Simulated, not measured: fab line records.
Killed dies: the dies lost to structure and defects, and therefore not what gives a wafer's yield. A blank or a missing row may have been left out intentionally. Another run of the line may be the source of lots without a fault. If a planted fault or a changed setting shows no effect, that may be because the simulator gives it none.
Which of the tools did it? | flow nandHarc | Sampling: 12 lots, 36 wafers, 5 of 1302 route steps

WHAT THE GAUGES SHOWED, per wafer
NHARC_A_M0_INSPECT_27. Usual: 533 for rawDefectCount, sd 130.
lot  | measured     | on               | rawDefectCount | flag
L875 | day 23 09:13 | defectInspect-01 | 502 625 616    | 
L876 | day 23 16:30 | defectInspect-02 | 393 469 535    | 
L877 | day 23 17:34 | defectInspect-01 | 377 348 322    | 
L878 | day 24 15:46 | defectInspect-01 | 500 455 460    | 
L880 | day 25 05:11 | defectInspect-01 | 720 599 417    | 
L881 | day 25 08:20 | defectInspect-02 | 804 599 638    | 
L884 | day 26 18:46 | defectInspect-01 | 430 468 525    | 
L883 | day 26 23:14 | defectInspect-02 | 406 492 344    | 
L885 | day 27 08:22 | defectInspect-01 | 304 509 372    | 
L894 | day 30 23:21 | defectInspect-01 | 346 294 395    | 
L896 | day 32 04:26 | defectInspect-01 | 734 761 753    | 
L897 | day 32 14:32 | defectInspect-01 | 439 369 451    | 

NHARC_END_SORT_01. Usual: for defectLimitedYield, 91.1 % with a standard deviation of 2.9; for killedAtArray, 55 with a standard deviation of 20; for killedAtOther, 0.7 with a standard deviation of 0.96; for killedAtPeriphery, 4.1 with a standard deviation of 2.4; for killedDies, 60 with a standard deviation of 20; for killedOpen, 3.3 with a standard deviation of 1.9; for killedShort, 2.8 with a standard deviation of 1.6.
lot  | measured     | on        | defectLimitedYield (%) | killedAtArray | killedAtOther | killedAtPeriphery | killedDies  | killedOpen | killedShort | flag
L884 | day 28 08:12 | prober-02 | 93.4 92.0 91.7         | 39 49 45      | 0 0 0         | 6 5 11            | 45 54 56    | 4 5 3      | 3 1 2       | 
L883 | day 28 14:19 | prober-01 | 0 0 0                  | 668 671 669   | 1 0 0         | 8 6 8             | 677 677 677 | 5 3 2      | 1 1 4       | OFF
L885 | day 29 00:48 | prober-02 | 0 0 0                  | 671 667 670   | 0 3 2         | 6 7 5             | 677 677 677 | 1 3 7      | 2 1 6       | OFF
L894 | day 32 17:46 | prober-01 | 94.5 95.9 95.1         | 33 23 30      | 2 2 1         | 2 3 2             | 37 28 33    | 5 1 2      | 3 2 1       | 

WHICH TOOL RAN EACH LOT (tool, then ch and the chambers of the sampled wafers, then the start)
lot  | NHARC_A_BLC_CMP_25            | NHARC_A_M0_DESCUM_14              | NHARC_A_M0_PVD_21
L875 | cmp-02 ch 0,1,2, day 23 05:18 | rieDiel-01 ch 0,1,2, day 23 06:46 | pvdSputter-02, day 23 07:54
L876 | cmp-01 ch 1,2,3, day 23 12:21 | rieDiel-02 ch 1,2, day 23 13:48   | pvdSputter-02, day 23 14:59
L877 | cmp-02 ch 0,2,3, day 23 13:33 | rieDiel-02 ch 1,2,3, day 23 15:03 | pvdSputter-02, day 23 16:14
L878 | cmp-01 ch 0,1,3, day 24 11:50 | rieDiel-09 ch 0,3, day 24 13:18   | pvdSputter-01, day 24 14:27
L880 | cmp-02 ch 0,2,3, day 25 01:16 | rieDiel-01 ch 2,3, day 25 02:43   | pvdSputter-01, day 25 03:52
L881 | cmp-03 ch 2,3, day 25 04:22   | rieDiel-01 ch 0,1,2, day 25 05:52 | pvdSputter-03, day 25 07:01
L884 | cmp-03 ch 1,2,3, day 26 14:50 | rieDiel-02 ch 0,1, day 26 16:17   | pvdSputter-01, day 26 17:28
L883 | cmp-03 ch 1,2,3, day 26 19:17 | rieDiel-01 ch 0,1, day 26 20:39   | pvdSputter-01, day 26 21:47
L885 | cmp-01 ch 0,1,2, day 27 04:37 | rieDiel-02 ch 0,3, day 27 05:54   | pvdSputter-01, day 27 07:04
L894 | cmp-02 ch 1,2,3, day 30 19:24 | rieDiel-09 ch 0,2,3, day 30 20:52 | pvdSputter-02, day 30 22:02
L896 | cmp-01 ch 0,1,3, day 32 00:24 | rieDiel-02 ch 1,2,3, day 32 01:54 | pvdSputter-01, day 32 03:02
L897 | cmp-02 ch 0,2, day 32 10:25   | rieDiel-09 ch 0,1, day 32 12:01   | pvdSputter-02, day 32 13:12
- NHARC_A_BLC_CMP_25: polishes, t overpolish 30 s, target thk 150 nm.
- NHARC_A_M0_DESCUM_14: chemistry O2, time 3 s.
- NHARC_A_M0_PVD_21: deposits Cu, target thk 30 nm, time 20.49 s.

WHAT THE TOOLS THEMSELVES READ (means of the sampled wafers that have a number; where no wafer has one, the mark that the record gives instead)
NHARC_A_BLC_CMP_25. Usual: motorCurrentA 12.2 A, standard deviation 1.3; overpolishRunS 30.000 s, standard deviation 0.0094; timeToEndpointS 30.3 s, standard deviation 2.4.
lot  | tool   | motorCurrentA (A) | overpolishRunS (s) | timeToEndpointS (s) | flag
L875 | cmp-02 | 12.8              | 30.002             | 25.9                | 
L876 | cmp-01 | 12.0              | 30.004             | 30.1                | 
L877 | cmp-02 | 11.9              | 29.999             | 32.9                | 
L878 | cmp-01 | 12.1              | 30.001             | 28.1                | 
L880 | cmp-02 | 11.7              | 30.002             | 32.1                | 
L881 | cmp-03 | 12.5              | 29.994             | 29.4                | 
L884 | cmp-03 | 12.2              | 29.989             | 29.8                | 
L883 | cmp-03 | 11.7              | 30.008             | 32.3                | 
L885 | cmp-01 | 12.4              | 29.990             | 29.6                | 
L894 | cmp-02 | 11.8              | 29.991             | 28.2                | 
L896 | cmp-01 | 12.2              | 30.006             | 28.9                | 
L897 | cmp-02 | 12.7              | 30.000             | 32.0                | 

NHARC_A_M0_DESCUM_14. Usual: drypumpMotorCurrentA 5.7 A, standard deviation 0.49; oesProductAu 1.001 a.u., standard deviation 0.0086; rfVppV 57.8 V, standard deviation 0.95; showerheadPlenumPTorr 1.91 Torr, standard deviation 0.078; throttleValvePct 11.311 %, standard deviation 0.0083.
lot  | tool       | drypumpMotorCurrentA (A) | oesProductAu (a.u.) | rfVppV (V) | showerheadPlenumPTorr (Torr) | throttleValvePct (%) | flag
L875 | rieDiel-01 | 5.8                      | 1.004               | 57.9       | 1.89                         | 11.310               | 
L876 | rieDiel-02 | 5.6                      | 0.991               | 57.7       | 1.87                         | 11.309               | 
L877 | rieDiel-02 | 5.7                      | 1.004               | 57.8       | 1.88                         | 11.316               | 
L878 | rieDiel-09 | 5.5                      | 1.008               | 57.6       | 1.89                         | 11.309               | 
L880 | rieDiel-01 | 6.1                      | 0.990               | 57.4       | 1.96                         | 11.321               | 
L881 | rieDiel-01 | 5.8                      | 0.998               | 58.1       | 1.89                         | 11.306               | 
L884 | rieDiel-02 | 5.5                      | 1.001               | 58.4       | 1.81                         | 11.311               | 
L883 | rieDiel-01 | 6.2                      | 0.995               | 56.8       | 1.91                         | 11.307               | 
L885 | rieDiel-02 | 5.5                      | 1.004               | 57.7       | 1.82                         | 11.303               | 
L894 | rieDiel-09 | 5.7                      | 1.011               | 58.5       | 1.92                         | 11.308               | 
L896 | rieDiel-02 | 5.6                      | 0.995               | 56.6       | 1.88                         | 11.311               | 
L897 | rieDiel-09 | 5.1                      | 1.008               | 58.0       | 1.97                         | 11.307               | 

NHARC_A_M0_PVD_21. Usual: cathodeDcPowerW 4999.9 W, standard deviation 0.98; chamberPressurePa 5.001 Pa, standard deviation 0.009; substrateTempC 29.98 C, standard deviation 0.11; throttleValvePct 30.4 %, standard deviation 0.91.
lot  | tool          | cathodeDcPowerW (W) | chamberPressurePa (Pa) | substrateTempC (C) | throttleValvePct (%) | flag
L875 | pvdSputter-02 | 4999.9              | 4.999                  | 30.06              | 30.4                 | 
L876 | pvdSputter-02 | 4999.8              | 4.999                  | 30.07              | 30.7                 | 
L877 | pvdSputter-02 | 5000.2              | 5.009                  | 29.99              | 30.6                 | 
L878 | pvdSputter-01 | 5000.1              | 5.007                  | 29.95              | 29.9                 | 
L880 | pvdSputter-01 | 4999.7              | 4.995                  | 29.95              | 31.0                 | 
L881 | pvdSputter-03 | 5000.5              | 4.996                  | 30.18              | 29.1                 | 
L884 | pvdSputter-01 | 5000.7              | 5.002                  | 30.02              | 30.5                 | 
L883 | pvdSputter-01 | -                   | -                      | -                  | -                    | OFF
L885 | pvdSputter-01 | -                   | -                      | -                  | -                    | OFF
L894 | pvdSputter-02 | 4999.4              | 5.001                  | 30.07              | 30.7                 | 
L896 | pvdSputter-01 | 4999.8              | 5.003                  | 29.98              | 31.0                 | 
L897 | pvdSputter-02 | 5000.3              | 5.001                  | 29.97              | 31.2                 | 

THE ANSWER, worked out from the rows above alone
Rule: a lot counts as off when the mean over its wafers that have a number is more than 3 standard deviations away from the usual mean. Also off: a lot with no number at a reading for which 4 or more lots have one. All remaining lots with rows at the step are treated as sound. The gauges are gone through in route order, then the tools' own readings, and for those a lot's mean is taken as printed above. The first step at which some lot is off is used, and at that step the reading that is off furthest; a lot without a number counts as furthest.
Off at NHARC_END_SORT_01 (defectLimitedYield): L883, L885. Neither off nor sound, because the step has no rows for them: L875, L876, L877, L878, L880, L881, L896, L897.
If a tool, at a process step before that reading, ran all the lots that are off and no sound lot after the first of them, it fits. The gauges at NHARC_END_SORT_01 aren't tried: what is off there is off at NHARC_A_M0_PVD_21 too, on other tools, and a gauge's error can't cause that. One fits: pvdSputter-01 at NHARC_A_M0_PVD_21. Its last sound lot is L884 (day 26 17:28), its first lot that is off L883 (day 26 21:47): a fault that began between those two fits.
Blank at NHARC_A_M0_PVD_21 on the lots that are off, where sound lots have numbers: cathodeDcPowerW, chamberPressurePa, substrateTempC, throttleValvePct.

WHAT WAS PUT IN BY THE SIMULATOR
At NHARC_A_M0_PVD_21, the step was skipped entirely on pvdSputter-01 from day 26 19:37 on. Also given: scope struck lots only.
Struck lots among those shown: L883, L885. Same finding as the rule above.
